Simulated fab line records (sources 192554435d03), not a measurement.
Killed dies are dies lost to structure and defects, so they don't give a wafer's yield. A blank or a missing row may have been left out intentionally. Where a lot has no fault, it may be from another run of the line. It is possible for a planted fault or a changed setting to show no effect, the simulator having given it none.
Which tool was responsible? :: flow n5-finfet :: 72 wafers from 24 lots sampled at 3 of the route's 1938 steps

## WHAT EACH GAUGE READ, for each wafer
N5_SDB_INSPECT_36: inspects for defects (darkfield).
lot: L074
measured: day 3 21:19
on: defect-inspect-01
raw-defect-count: 31 20 31

lot: L075
measured: day 4 04:08
on: defect-inspect-01
raw-defect-count: 27 25 20

lot: L076
measured: day 4 10:25
on: defect-inspect-02
raw-defect-count: 34 23 37

lot: L077
measured: day 4 17:26
on: defect-inspect-02
raw-defect-count: 88 82 46

lot: L078
measured: day 4 20:41
on: defect-inspect-02
raw-defect-count: 51 29 62

lot: L079
measured: day 5 04:38
on: defect-inspect-01
raw-defect-count: 58 42 46

lot: L080
measured: day 5 09:46
on: defect-inspect-01
raw-defect-count: 55 27 37

lot: L081
measured: day 5 17:29
on: defect-inspect-02
raw-defect-count: 22 27 36

lot: L082
measured: day 6 00:28
on: defect-inspect-01
raw-defect-count: 61 43 34

lot: L083
measured: day 6 02:16
on: defect-inspect-02
raw-defect-count: 36 38 77

lot: L084
measured: day 6 13:21
on: defect-inspect-02
raw-defect-count: 46 32 34

lot: L085
measured: day 6 16:35
on: defect-inspect-02
raw-defect-count: 36 31 35

lot: L087
measured: day 8 02:20
on: defect-inspect-02
raw-defect-count: 43 47 31

lot: L086
measured: day 8 05:14
on: defect-inspect-02
raw-defect-count: 38 38 39

lot: L088
measured: day 8 05:28
on: defect-inspect-01
raw-defect-count: 37 28 17

lot: L089
measured: day 8 08:01
on: defect-inspect-02
raw-defect-count: 37 30 24

lot: L090
measured: day 8 08:16
on: defect-inspect-01
raw-defect-count: 24 15 26

lot: L093
measured: day 9 10:59
on: defect-inspect-02
raw-defect-count: 41 35 44

lot: L091
measured: day 9 15:42
on: defect-inspect-02
raw-defect-count: 24 26 29

lot: L094
measured: day 9 17:37
on: defect-inspect-02
raw-defect-count: 26 38 19

lot: L095
measured: day 9 19:25
on: defect-inspect-02
raw-defect-count: 31 37 33

lot: L092
measured: day 9 19:58
on: defect-inspect-01
raw-defect-count: 33 26 29

lot: L096
measured: day 9 22:26
on: defect-inspect-02
raw-defect-count: 64 37 31

lot: L097
measured: day 10 04:44
on: defect-inspect-02
raw-defect-count: 34 31 53

## WHICH TOOL RAN EACH LOT (tool, then ch and the chambers of the sampled wafers, then the start)
lot: L074
N5_ILD0_CMP_12: cmp-02 ch 0,2,3, day 3 16:29
N5_SDB_CUT_ETCH_26: rie-si-05 ch 1,2,3, day 3 18:05

lot: L075
N5_ILD0_CMP_12: cmp-02 ch 2,3, day 3 23:22
N5_SDB_CUT_ETCH_26: rie-si-04 ch 1,2,3, day 4 00:54

lot: L076
N5_ILD0_CMP_12: cmp-04 ch 0,1,2, day 4 05:52
N5_SDB_CUT_ETCH_26: rie-si-04 ch 2,3, day 4 07:11

lot: L077
N5_ILD0_CMP_12: cmp-04 ch 0,1,3, day 4 11:54
N5_SDB_CUT_ETCH_26: rie-si-04 ch 1,2,3, day 4 14:13

lot: L078
N5_ILD0_CMP_12: cmp-03 ch 0,3, day 4 15:15
N5_SDB_CUT_ETCH_26: rie-si-05 ch 2,3, day 4 16:46

lot: L079
N5_ILD0_CMP_12: cmp-04 ch 0,2,3, day 4 23:46
N5_SDB_CUT_ETCH_26: rie-si-04 ch 0,2, day 5 01:18

lot: L080
N5_ILD0_CMP_12: cmp-04 ch 0,1, day 5 04:54
N5_SDB_CUT_ETCH_26: rie-si-01 ch 1,2, day 5 06:32

lot: L081
N5_ILD0_CMP_12: cmp-02 ch 0,2, day 5 12:34
N5_SDB_CUT_ETCH_26: rie-si-01 ch 2,3, day 5 14:15

lot: L082
N5_ILD0_CMP_12: cmp-04 ch 0,2,3, day 5 18:47
N5_SDB_CUT_ETCH_26: rie-si-05 ch 0,3, day 5 20:23

lot: L083
N5_ILD0_CMP_12: cmp-02 ch 1,2, day 5 21:16
N5_SDB_CUT_ETCH_26: rie-si-05 ch 0,1, day 5 23:01

lot: L084
N5_ILD0_CMP_12: cmp-03 ch 2,3, day 6 08:13
N5_SDB_CUT_ETCH_26: rie-si-04 ch 0,1, day 6 10:07

lot: L085
N5_ILD0_CMP_12: cmp-03 ch 2,3, day 6 11:10
N5_SDB_CUT_ETCH_26: rie-si-05 ch 0,3, day 6 13:21

lot: L087
N5_ILD0_CMP_12: cmp-03 ch 0,2,3, day 7 20:56
N5_SDB_CUT_ETCH_26: rie-si-01 ch 1,2,3, day 7 23:04

lot: L086
N5_ILD0_CMP_12: cmp-02 ch 0,1,2, day 7 21:13
N5_SDB_CUT_ETCH_26: rie-si-05 ch 2,3, day 7 23:07

lot: L088
N5_ILD0_CMP_12: cmp-04 ch 0,1,2, day 8 00:02
N5_SDB_CUT_ETCH_26: rie-si-01 ch 0,2, day 8 01:22

lot: L089
N5_ILD0_CMP_12: cmp-03 ch 0,2,3, day 8 00:40
N5_SDB_CUT_ETCH_26: rie-si-01 ch 0,1,3, day 8 02:13

lot: L090
N5_ILD0_CMP_12: cmp-02 ch 0,1,2, day 8 02:23
N5_SDB_CUT_ETCH_26: rie-si-04 ch 0,1, day 8 04:02

lot: L093
N5_ILD0_CMP_12: cmp-03 ch 2,3, day 9 06:17
N5_SDB_CUT_ETCH_26: rie-si-04 ch 1,2,3, day 9 07:45

lot: L091
N5_ILD0_CMP_12: cmp-03 ch 0,3, day 9 08:48
N5_SDB_CUT_ETCH_26: rie-si-04 ch 2,3, day 9 10:11

lot: L094
N5_ILD0_CMP_12: cmp-04 ch 1,2,3, day 9 11:50
N5_SDB_CUT_ETCH_26: rie-si-04 ch 0,1,3, day 9 13:11

lot: L095
N5_ILD0_CMP_12: cmp-04 ch 1,2,3, day 9 13:16
N5_SDB_CUT_ETCH_26: rie-si-01 ch 0,1,2, day 9 14:50

lot: L092
N5_ILD0_CMP_12: cmp-02 ch 0,3, day 9 14:07
N5_SDB_CUT_ETCH_26: rie-si-04 ch 0,1, day 9 15:49

lot: L096
N5_ILD0_CMP_12: cmp-04 ch 0,1, day 9 17:40
N5_SDB_CUT_ETCH_26: rie-si-04 ch 1,3, day 9 19:12

lot: L097
N5_ILD0_CMP_12: cmp-02 ch 1,2,3, day 9 23:10
N5_SDB_CUT_ETCH_26: rie-si-01 ch 1,2,3, day 10 01:29
- N5_ILD0_CMP_12: polishes SiNx, stops on poly-Si, t overpolish 6 s, target thk 17.67 nm.
- N5_SDB_CUT_ETCH_26: etches Si in HBr/Cl2/O2, target depth 129.6 nm, bt time 20 s, time 51.8 s.

## AS READ BY THE TOOLS THEMSELVES (means over the sampled wafers that have a number; for cases with no such wafer, the mark the record gives instead)
N5_ILD0_CMP_12.
lot: L074
tool: cmp-02
edge-zone-pressure-frac: 1.000
motor-current-A (A): 9.1
overpolish-run-s (s): 6.010
pad-life-wafers: 290
slurry-flow-ml-min: 149.7
time-to-endpoint-s (s): 28.7

lot: L075
tool: cmp-02
edge-zone-pressure-frac: 1.000
motor-current-A (A): 9.0
overpolish-run-s (s): 5.999
pad-life-wafers: 362
slurry-flow-ml-min: 150.1
time-to-endpoint-s (s): 30.7

lot: L076
tool: cmp-04
edge-zone-pressure-frac: 1.004
motor-current-A (A): 9.8
overpolish-run-s (s): 6.016
pad-life-wafers: 1694
slurry-flow-ml-min: 149.8
time-to-endpoint-s (s): 27.3

lot: L077
tool: cmp-04
edge-zone-pressure-frac: 0.993
motor-current-A (A): 9.3
overpolish-run-s (s): 6.005
pad-life-wafers: 1742
slurry-flow-ml-min: 149.6
time-to-endpoint-s (s): 28.4

lot: L078
tool: cmp-03
edge-zone-pressure-frac: 1.004
motor-current-A (A): 8.9
overpolish-run-s (s): 6.003
pad-life-wafers: 306
slurry-flow-ml-min: 150.1
time-to-endpoint-s (s): 30.5

lot: L079
tool: cmp-04
edge-zone-pressure-frac: 0.997
motor-current-A (A): 9.4
overpolish-run-s (s): 6.011
pad-life-wafers: 1831
slurry-flow-ml-min: 149.8
time-to-endpoint-s (s): 27.5

lot: L080
tool: cmp-04
edge-zone-pressure-frac: 1.001
motor-current-A (A): 9.7
overpolish-run-s (s): 5.996
pad-life-wafers: 1872
slurry-flow-ml-min: 150.1
time-to-endpoint-s (s): 26.8

lot: L081
tool: cmp-02
edge-zone-pressure-frac: 1.001
motor-current-A (A): 9.4
overpolish-run-s (s): 6.000
pad-life-wafers: 674
slurry-flow-ml-min: 149.2
time-to-endpoint-s (s): 28.7

lot: L082
tool: cmp-04
edge-zone-pressure-frac: 0.999
motor-current-A (A): 9.7
overpolish-run-s (s): 5.997
pad-life-wafers: 1988
slurry-flow-ml-min: 149.9
time-to-endpoint-s (s): 30.4

lot: L083
tool: cmp-02
edge-zone-pressure-frac: 0.999
motor-current-A (A): 8.8
overpolish-run-s (s): 5.999
pad-life-wafers: 733
slurry-flow-ml-min: 150.2
time-to-endpoint-s (s): 30.4

lot: L084
tool: cmp-03
edge-zone-pressure-frac: 1.006
motor-current-A (A): 8.5
overpolish-run-s (s): 5.998
pad-life-wafers: 648
slurry-flow-ml-min: 149.9
time-to-endpoint-s (s): 29.7

lot: L085
tool: cmp-03
edge-zone-pressure-frac: 0.998
motor-current-A (A): 8.5
overpolish-run-s (s): 6.003
pad-life-wafers: 678
slurry-flow-ml-min: 150.1
time-to-endpoint-s (s): 29.2

lot: L087
tool: cmp-03
edge-zone-pressure-frac: 0.994
motor-current-A (A): 8.8
overpolish-run-s (s): 6.008
pad-life-wafers: 836
slurry-flow-ml-min: 150.3
time-to-endpoint-s (s): 26.8

lot: L086
tool: cmp-02
edge-zone-pressure-frac: 0.997
motor-current-A (A): 9.1
overpolish-run-s (s): 6.002
pad-life-wafers: 1124
slurry-flow-ml-min: 150.4
time-to-endpoint-s (s): 30.7

lot: L088
tool: cmp-04
edge-zone-pressure-frac: 1.002
motor-current-A (A): 9.8
overpolish-run-s (s): 5.998
pad-life-wafers: 332
slurry-flow-ml-min: 150.3
time-to-endpoint-s (s): 29.8

lot: L089
tool: cmp-03
edge-zone-pressure-frac: 1.001
motor-current-A (A): 8.8
overpolish-run-s (s): 6.000
pad-life-wafers: 860
slurry-flow-ml-min: 149.8
time-to-endpoint-s (s): 30.2

lot: L090
tool: cmp-02
edge-zone-pressure-frac: 1.004
motor-current-A (A): 9.0
overpolish-run-s (s): 5.992
pad-life-wafers: 1160
slurry-flow-ml-min: 149.6
time-to-endpoint-s (s): 29.3

lot: L093
tool: cmp-03
edge-zone-pressure-frac: 1.003
motor-current-A (A): 8.5
overpolish-run-s (s): 5.990
pad-life-wafers: 1075
slurry-flow-ml-min: 150.1
time-to-endpoint-s (s): 30.1

lot: L091
tool: cmp-03
edge-zone-pressure-frac: 0.997
motor-current-A (A): 8.7
overpolish-run-s (s): 6.002
pad-life-wafers: 1094
slurry-flow-ml-min: 149.6
time-to-endpoint-s (s): 31.6

lot: L094
tool: cmp-04
edge-zone-pressure-frac: 0.998
motor-current-A (A): 10.0
overpolish-run-s (s): 6.010
pad-life-wafers: 596
slurry-flow-ml-min: 149.4
time-to-endpoint-s (s): 27.7

lot: L095
tool: cmp-04
edge-zone-pressure-frac: 1.003
motor-current-A (A): 10.0
overpolish-run-s (s): 5.999
pad-life-wafers: 613
slurry-flow-ml-min: 150.4
time-to-endpoint-s (s): 27.4

lot: L092
tool: cmp-02
edge-zone-pressure-frac: 1.003
motor-current-A (A): 9.5
overpolish-run-s (s): 5.994
pad-life-wafers: 1453
slurry-flow-ml-min: 150.6
time-to-endpoint-s (s): 28.6

lot: L096
tool: cmp-04
edge-zone-pressure-frac: 0.998
motor-current-A (A): 9.0
overpolish-run-s (s): 6.001
pad-life-wafers: 662
slurry-flow-ml-min: 149.9
time-to-endpoint-s (s): 27.4

lot: L097
tool: cmp-02
edge-zone-pressure-frac: 1.006
motor-current-A (A): 8.5
overpolish-run-s (s): 5.995
pad-life-wafers: 1537
slurry-flow-ml-min: 150.3
time-to-endpoint-s (s): 30.2

N5_SDB_CUT_ETCH_26.
lot: L074
tool: rie-si-05
drypump-motor-current-A (A): 6.2
mfc-cl2-sccm (sccm): 80.25
oes-product-au (a.u.): 1.014
throttle-valve-pct (%): 36.98

lot: L075
tool: rie-si-04
drypump-motor-current-A (A): 5.8
mfc-cl2-sccm (sccm): 79.81
oes-product-au (a.u.): 0.995
throttle-valve-pct (%): 37.15

lot: L076
tool: rie-si-04
drypump-motor-current-A (A): 5.7
mfc-cl2-sccm (sccm): 79.91
oes-product-au (a.u.): 1.010
throttle-valve-pct (%): 37.04

lot: L077
tool: rie-si-04
drypump-motor-current-A (A): 5.8
mfc-cl2-sccm (sccm): 79.64
oes-product-au (a.u.): 0.998
throttle-valve-pct (%): 37.15

lot: L078
tool: rie-si-05
drypump-motor-current-A (A): 6.5
mfc-cl2-sccm (sccm): 80.09
oes-product-au (a.u.): 1.010
throttle-valve-pct (%): 37.04

lot: L079
tool: rie-si-04
drypump-motor-current-A (A): 5.7
mfc-cl2-sccm (sccm): 80.30
oes-product-au (a.u.): 1.007
throttle-valve-pct (%): 37.16

lot: L080
tool: rie-si-01
drypump-motor-current-A (A): 5.8
mfc-cl2-sccm (sccm): 79.94
oes-product-au (a.u.): 0.987
throttle-valve-pct (%): 37.15

lot: L081
tool: rie-si-01
drypump-motor-current-A (A): 6.0
mfc-cl2-sccm (sccm): 79.75
oes-product-au (a.u.): 0.981
throttle-valve-pct (%): 37.29

lot: L082
tool: rie-si-05
drypump-motor-current-A (A): 6.5
mfc-cl2-sccm (sccm): 80.26
oes-product-au (a.u.): 1.002
throttle-valve-pct (%): 37.41

lot: L083
tool: rie-si-05
drypump-motor-current-A (A): 6.0
mfc-cl2-sccm (sccm): 80.02
oes-product-au (a.u.): 1.015
throttle-valve-pct (%): 37.30

lot: L084
tool: rie-si-04
drypump-motor-current-A (A): 5.7
mfc-cl2-sccm (sccm): 79.84
oes-product-au (a.u.): 0.981
throttle-valve-pct (%): 37.39

lot: L085
tool: rie-si-05
drypump-motor-current-A (A): 6.6
mfc-cl2-sccm (sccm): 80.26
oes-product-au (a.u.): 0.998
throttle-valve-pct (%): 37.74

lot: L087
tool: rie-si-01
drypump-motor-current-A (A): 5.9
mfc-cl2-sccm (sccm): 79.95
oes-product-au (a.u.): 0.987
throttle-valve-pct (%): 37.34

lot: L086
tool: rie-si-05
drypump-motor-current-A (A): 6.5
mfc-cl2-sccm (sccm): 79.98
oes-product-au (a.u.): 1.007
throttle-valve-pct (%): 37.24

lot: L088
tool: rie-si-01
drypump-motor-current-A (A): 5.7
mfc-cl2-sccm (sccm): 80.23
oes-product-au (a.u.): 0.988
throttle-valve-pct (%): 36.99

lot: L089
tool: rie-si-01
drypump-motor-current-A (A): 5.8
mfc-cl2-sccm (sccm): 80.10
oes-product-au (a.u.): 0.993
throttle-valve-pct (%): 37.41

lot: L090
tool: rie-si-04
drypump-motor-current-A (A): 5.8
mfc-cl2-sccm (sccm): 80.15
oes-product-au (a.u.): 0.992
throttle-valve-pct (%): 37.38

lot: L093
tool: rie-si-04
drypump-motor-current-A (A): 5.8
mfc-cl2-sccm (sccm): 80.04
oes-product-au (a.u.): 1.000
throttle-valve-pct (%): 37.15

lot: L091
tool: rie-si-04
drypump-motor-current-A (A): 5.7
mfc-cl2-sccm (sccm): 79.95
oes-product-au (a.u.): 1.006
throttle-valve-pct (%): 37.04

lot: L094
tool: rie-si-04
drypump-motor-current-A (A): 5.9
mfc-cl2-sccm (sccm): 79.97
oes-product-au (a.u.): 0.991
throttle-valve-pct (%): 37.26

lot: L095
tool: rie-si-01
drypump-motor-current-A (A): 5.7
mfc-cl2-sccm (sccm): 80.07
oes-product-au (a.u.): 0.996
throttle-valve-pct (%): 37.23

lot: L092
tool: rie-si-04
drypump-motor-current-A (A): 5.8
mfc-cl2-sccm (sccm): 79.98
oes-product-au (a.u.): 0.989
throttle-valve-pct (%): 37.40

lot: L096
tool: rie-si-04
drypump-motor-current-A (A): 5.9
mfc-cl2-sccm (sccm): 79.76
oes-product-au (a.u.): 0.991
throttle-valve-pct (%): 37.27

lot: L097
tool: rie-si-01
drypump-motor-current-A (A): 5.9
mfc-cl2-sccm (sccm): 80.06
oes-product-au (a.u.): 0.988
throttle-valve-pct (%): 37.33

## THE ANSWER, worked out from the rows above alone
Rule: usual is defined by the lots themselves. Put in order of their means at a reading, lots are off if they are a third of the lots or fewer, leave a main group of 4 or more, and stand apart from it by a gap of 3 or more times the standard deviation of the main group's means; of several such gaps the widest counts. Not used: any main group whose means are identical at the precision the tables above print for the reading. A lot without any number at a reading at which 4 lots or more have one is off too. The other lots that the step has rows for count as sound. After the gauges, taken in route order, come the tools' own readings; for these a lot's mean is taken, as printed above. At the first step where some lot is off, the reading lying furthest off is the one used; lots without a number count as furthest.
No lot is off on any of the readings shown, so nothing can be concluded from this.

## WHAT HAD BEEN PUT IN BY THE SIMULATOR
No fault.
